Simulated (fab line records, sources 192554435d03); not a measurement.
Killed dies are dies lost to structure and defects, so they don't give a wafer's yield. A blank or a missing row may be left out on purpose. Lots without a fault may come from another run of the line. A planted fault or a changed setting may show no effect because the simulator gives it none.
fab line records | flow n5_finfet
record lots=10 wafers=29 last_day=19
route steps=1938 shown HKMG_FIN@414 BEOL_M4@1088
lots that met no fault: from a run of the same line without faults
start_h: hours from the record's first day to the start of the lot's first wafer shown | wait_h: hours since the lot's step before | " the same as in the row above | L1.1+2: a row that stands for several wafers | - no value, or no start given | * or withheld: withheld | < > ~ a bound
route shown NAME@n: a module of which the file shows steps, and the number in the route of the first | usual: mean/standard deviation of fault-free wafers | same: alike in all rows | chamber/n: place in a boat | sites: the reading at each site | _std_site: their standard deviation | _edge_site: outer sites' mean less inner sites' | radius_mm: how far each site lies from the wafer's centre | mask NAME#n: copy n | behind: the tool/chamber that last shaped the wafer | hold: why the lot was held/for how many hours/how that ended | device: the transistor (n, p or np) that didn't switch | end of line: the same wafers' tests at the end of the route | a step without rows: its recipe alone | killed: dies lost to structure and defects at the first sort, not the wafer's yield | map: a wafer's dies, x killed, . not, _ none there
set.NAME: the setting as run; set.NAME@STEP: as run at that earlier step | model.NAME: the simulator's own value behind a step, which no gauge read
steps of the route over a sample of lots; a table a step, a row a wafer
services: from which hour (start_h, from the record's first day; less than 0 if before it) a tool's chamber was out of use, for how many hours, and why
## steps
# step N5_HKMG_FIN_RTA_80
# recipe temp_c=withheld time_s=2 ambient=N2 idle_temp_c=600 ramp_up_c_per_s=150 ramp_down_c_per_s=60 cool_to_c=600
# columns lot.wafer tool chamber start_h wait_h
L930.2+3+5 rtp_anneal-01 0 70.97 0.1
L931.2+4+6 rtp_anneal-01 0 78.25 0.1
L932.1+2+5 rtp_anneal-01 0 86.11 0.1
L933.2+4+6 rtp_anneal-01 0 90.99 0.1
L939.1+5 rtp_anneal-01 0 126.58 0.1
L940.2+4+6 rtp_anneal-01 0 131.53 0.1
L950.2+5+6 rtp_anneal-01 0 194.49 0.1
L951.2+5+6 rtp_anneal-01 0 201.76 0.1
L952.1+3+4 rtp_anneal-02 0 209.34 0.2
L953.2+3+5 rtp_anneal-02 0 211.36 0.1
# step N5_BEOL_M4_SPUTTER_81
# recipe material=Cu target_thk_a=45 temp_c=-20 chamber_pressure_pa=0.07 power_w=withheld time_s=8.29
# usual throttle_valve_pct=30.3/0.86
# columns lot.wafer tool chamber start_h wait_h throttle_valve_pct
L930.2 pvd_sputter-02 - 195.89 0.1 30.1
L930.3 " - " " 29.3
L930.5 " - " " 28.7
L931.2 pvd_sputter-02 - 199.73 0.1 29.6
L931.4 " - " " 29.8
L931.6 " - " " 29.9
L933.2 pvd_sputter-02 - 201.61 0.1 29.4
L933.4 " - " " 29.1
L933.6 " - " " 30.0
L932.1 pvd_sputter-02 - 219.58 0.1 30.0
L932.2 " - " " 30.0
L932.5 " - " " 29.7
L939.1 pvd_sputter-02 - 246.73 0.1 30.1
L939.5 " - " " 29.6
L940.2 pvd_sputter-01 - 254.52 0.1 30.5
L940.4 " - " " 31.2
L940.6 " - " " 30.6
L950.2 pvd_sputter-01 - 312.90 0.1 30.2
L950.5 " - " " 30.4
L950.6 " - " " 30.5
L951.2 pvd_sputter-01 - 315.06 0.1 29.9
L951.5 " - " " 30.4
L951.6 " - " " 30.3
L952.1 pvd_sputter-01 - 325.23 0.1 30.4
L952.3 " - " " 30.5
L952.4 " - " " 30.3
L953.2 pvd_sputter-01 - 339.76 0.1 30.4
L953.3 " - " " 30.4
L953.5 " - " " 30.6
# step N5_BEOL_M4_SPUTTER_90
# recipe material=Cu target_thk_a=45 temp_c=-20 chamber_pressure_pa=0.07 power_w=withheld time_s=8.29
# usual throttle_valve_pct=30.3/0.86
# columns lot.wafer tool chamber start_h wait_h throttle_valve_pct
L930.2 pvd_sputter-02 - 196.55 0.1 30.2
L930.3 " - " " 29.6
L930.5 " - " " 28.8
L931.2 pvd_sputter-02 - 200.39 0.1 29.5
L931.4 " - " " 30.0
L931.6 " - " " 30.0
L933.2 pvd_sputter-02 - 202.27 0.1 29.4
L933.4 " - " " 29.0
L933.6 " - " " 29.9
L932.1 pvd_sputter-02 - 220.24 0.1 30.3
L932.2 " - " " 29.9
L932.5 " - " " 29.6
L939.1 pvd_sputter-02 - 247.39 0.1 30.3
L939.5 " - " " 29.3
L940.2 pvd_sputter-01 - 255.18 0.1 30.7
L940.4 " - " " 31.3
L940.6 " - " " 30.7
L950.2 pvd_sputter-01 - 313.56 0.1 30.6
L950.5 " - " " 30.2
L950.6 " - " " 30.5
L951.2 pvd_sputter-01 - 315.72 0.1 30.2
L951.5 " - " " 30.1
L951.6 " - " " 30.5
L952.1 pvd_sputter-01 - 325.89 0.1 30.4
L952.3 " - " " 30.3
L952.4 " - " " 30.1
L953.2 pvd_sputter-01 - 340.42 0.1 30.2
L953.3 " - " " 30.1
L953.5 " - " " 30.7
# step N5_BEOL_M4_CO_CAP_55
# recipe material=Co target_thk_a=20 temp_c=200 precursor=CCTBA/H2 pressure_torr=30 time_s=102.1
# usual chamber_pressure_Torr=30.00/0.063 heater_power_w=235/19
# columns lot.wafer tool chamber start_h wait_h chamber_pressure_Torr heater_power_w
L930.2 cvd_co-02 2 198.08 0.0 30.01 249
L930.3 " 0 " " 30.00 211
L930.5 " 1 " " 29.96 255
L931.2 cvd_co-01 1 201.92 0.0 30.06 251
L931.4 " 2 " " 30.07 203
L931.6 " 1 " " 30.00 247
L933.2 cvd_co-02 0 203.92 0.0 29.95 207
L933.4 " 1 " " 29.91 252
L933.6 " 0 " " 30.03 208
L932.1 cvd_co-02 2 221.76 0.0 29.87 251
L932.2 " 0 " " 30.04 213
L932.5 " 0 " " 30.04 210
L939.1 cvd_co-01 2 248.92 0.0 30.03 199
L939.5 " 1 " " 30.17 248
L940.2 cvd_co-02 2 256.71 0.0 29.91 251
L940.4 " 1 " " 30.17 260
L940.6 " 0 " " 29.96 215
L950.2 cvd_co-02 0 315.09 0.0 30.03 214
L950.5 " 0 " " 30.02 212
L950.6 " 1 " " 30.05 253
L951.2 cvd_co-01 1 317.25 0.0 30.01 256
L951.5 " 0 " " 30.04 240
L951.6 " 1 " " 29.94 248
L952.1 cvd_co-02 2 327.43 0.0 29.97 254
L952.3 " 0 " " 29.92 214
L952.4 " 1 " " 29.94 253
L953.2 cvd_co-01 2 341.95 0.0 29.99 206
L953.3 " 1 " " 29.94 247
L953.5 " 0 " " 30.06 233
# step N5_BEOL_M4_RC_MEAS_101
# usual DIBL_N=36.4/1.4 DIBL_P=36.4/1.5 IOFF_N=0.156/0.022 IOFF_P=0.210/0.023 IOFF_P_85C=3.6/0.33 IOFF_P_LIN=0.099/0.0086 IOFF_P_LONG=0.000106/7.3e-06 ION_N=675/9.1 ION_P=463/5.7 SS_N=71.6/0.45 SS_P=73.3/0.56 VT_N=250/3.1 VT_N_LVT=99/3.1 VT_P=-250.3/2.3
# columns lot.wafer tool chamber start_h wait_h DIBL_N[mV/V] DIBL_P[mV/V] IOFF_N[nA/um] IOFF_P[nA/um] IOFF_P_85C[nA/um] IOFF_P_LIN[nA/um] IOFF_P_LONG[nA/um] ION_N[uA/um] ION_P[uA/um] SS_N[mV/dec] SS_P[mV/dec] VT_N[mV] VT_N_LVT[mV] VT_P[mV]
L930.2 prober-01 0 198.47 0.2 35.5 32.1 0.117 0.181 3.2 0.090 0.000112 667 459 71.3 73.0 259 107 -252.0
L930.3 " 0 " " 38.7 36.9 0.175 0.263 4.4 0.116 0.000106 674 463 72.3 73.6 249 99 -247.5
L930.5 " 0 " " 37.8 35.6 0.158 0.238 4.1 0.110 0.000113 680 465 72.1 74.2 251 101 -249.4
L931.2 prober-01 0 202.31 0.2 36.4 38.4 0.172 0.220 3.7 0.101 0.000107 680 464 71.4 73.1 248 97 -247.6
L931.4 " 0 " " 34.4 36.0 0.147 0.183 3.2 0.089 0.000105 676 466 71.8 73.3 251 98 -254.1
L931.6 " 0 " " 35.7 37.3 0.159 0.201 3.5 0.094 0.000104 680 463 71.4 73.2 252 97 -251.3
L933.2 prober-01 0 204.34 0.2 36.2 35.6 0.170 0.205 3.6 0.098 0.000101 681 461 72.0 73.3 244 96 -249.8
L933.4 " 0 " " 36.3 34.6 0.162 0.180 3.2 0.087 0.000101 673 455 71.7 73.7 249 97 -252.2
L933.6 " 0 " " 35.1 34.0 0.144 0.169 3.0 0.084 0.000102 677 454 71.5 73.6 250 99 -253.3
L932.1 prober-02 0 222.00 0.0 34.5 34.8 0.139 0.180 3.2 0.091 0.00011 663 453 71.0 72.3 252 100 -248.9
L932.2 " 0 " " 35.7 36.9 0.163 0.217 3.7 0.103 0.000108 672 459 71.0 73.5 248 95 -248.0
L932.5 " 0 " " 35.5 37.1 0.166 0.213 3.6 0.101 0.00011 678 462 71.6 73.3 248 97 -248.4
L939.1 prober-01 0 249.15 0.0 36.8 37.6 0.161 0.204 3.6 0.094 9.6e-05 683 463 71.3 72.9 250 100 -250.2
L939.5 " 0 " " 34.5 35.5 0.127 0.259 4.4 0.123 0.000126 664 473 71.1 73.1 255 116 -239.8
L940.2 prober-02 0 257.10 0.2 36.9 37.4 0.151 0.270 4.6 0.125 0.000123 673 468 71.9 73.5 250 109 -243.0
L940.4 " 0 " " 38.0 38.8 0.179 0.210 3.7 0.094 9e-05 678 461 72.1 73.9 250 96 -250.8
L940.6 " 0 " " 37.2 37.7 0.159 0.185 3.3 0.085 8.6e-05 670 452 71.9 73.5 249 98 -255.0
L950.2 prober-02 0 315.48 0.2 35.8 35.7 0.152 0.211 3.6 0.103 0.000111 673 468 71.3 73.6 252 100 -248.7
L950.5 " 0 " " 34.8 34.3 0.131 0.188 3.3 0.094 0.000105 672 465 71.2 73.3 251 103 -250.2
L950.6 " 0 " " 35.5 35.9 0.142 0.224 3.8 0.107 0.000109 673 467 71.6 73.2 252 102 -248.7
L951.2 prober-01 0 317.64 0.2 37.2 37.8 0.178 0.224 3.8 0.103 0.000107 680 465 71.8 73.4 246 94 -249.6
L951.5 " 0 " " 38.5 37.8 0.199 0.230 3.9 0.104 0.000107 683 464 72.1 73.7 247 94 -250.2
L951.6 " 0 " " 36.9 36.5 0.160 0.202 3.5 0.094 0.000111 681 466 71.9 73.5 248 97 -252.1
L952.1 prober-02 0 327.70 0.0 37.2 38.6 0.187 0.259 4.3 0.115 0.000104 685 477 72.3 73.5 246 94 -249.3
L952.3 " 0 " " 36.8 37.0 0.166 0.228 3.8 0.106 0.000108 671 465 72.1 74.1 248 97 -249.0
L952.4 " 0 " " 35.9 35.9 0.152 0.212 3.6 0.099 0.000103 675 467 71.6 73.8 249 99 -250.1
L953.2 prober-02 0 342.34 0.2 37.0 38.0 0.164 0.233 4.0 0.106 0.000108 669 468 71.6 73.6 250 101 -249.7
L953.3 " 0 " " 35.1 36.5 0.139 0.205 3.6 0.097 0.000112 669 465 71.4 72.4 252 103 -248.6
L953.5 " 0 " " 36.8 38.2 0.174 0.235 4.0 0.107 0.000109 676 467 71.8 72.8 249 99 -249.1
## services
# columns tool chamber start_h hours kind
cvd_co-02 - 51.21 1.1 repair
cvd_co-02 1 67.04 16.8 repair
cvd_co-01 - 68.36 6.9 pm
pvd_sputter-02 - 68.45 1.2 repair
cvd_co-02 0 69.48 34.6 repair
cvd_co-01 - 76.82 0.6 repair
cvd_co-01 1 115.68 10.4 repair
cvd_co-01 1 126.15 - clean
cvd_co-01 1 126.15 22.0 scheduled_down
cvd_co-01 1 126.15 22.0 vent_cycle
pvd_sputter-01 - 139.40 1.8 repair
cvd_co-02 2 152.24 1.8 repair
cvd_co-01 - 185.05 2.3 repair
pvd_sputter-02 - 186.11 7.3 repair
rtp_anneal-01 - 228.59 4.2 pm
pvd_sputter-01 - 283.92 0.7 repair
cvd_co-02 2 329.57 7.7 repair
cvd_co-02 1 337.31 - clean
cvd_co-02 1 337.31 22.0 scheduled_down
cvd_co-02 1 337.31 22.0 vent_cycle
## key
first_sign step=N5_BEOL_M4_RC_MEAS_101 reading=VT_N_LVT direction=up sigmas=4.4 usual=99 struck=113
effect step=N5_BEOL_M4_RC_MEAS_101 reading=VT_P direction=up sigmas=3.9 usual=-250.3 struck=-241.4
effect step=N5_BEOL_M4_RC_MEAS_101 reading=IOFF_P_LIN direction=up sigmas=2.9 usual=0.099 struck=0.124
effect step=N5_BEOL_M4_RC_MEAS_101 reading=IOFF_P_85C direction=up sigmas=2.6 usual=3.6 struck=4.5
effect step=N5_BEOL_M4_RC_MEAS_101 reading=IOFF_P_LONG direction=up sigmas=2.6 usual=0.000106 struck=0.000125
met_at N5_HKMG_FIN_RTA_80
struck_lots L939,L940
struck_wafers L939.5,L940.2
not_acting_at N5_BEOL_M4_SPUTTER_81,N5_BEOL_M4_SPUTTER_90,N5_BEOL_M4_CO_CAP_55
onset_between 90.99 126.58
fault kind=process_parameter_drift tool=rtp_anneal-01 chamber=- onset_h=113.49 steps=N5_HKMG_FIN_RTA_80 channel=time_s offset=* shape=step end_h=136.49 scope=struck_wafers_only acts_in=* stated=*
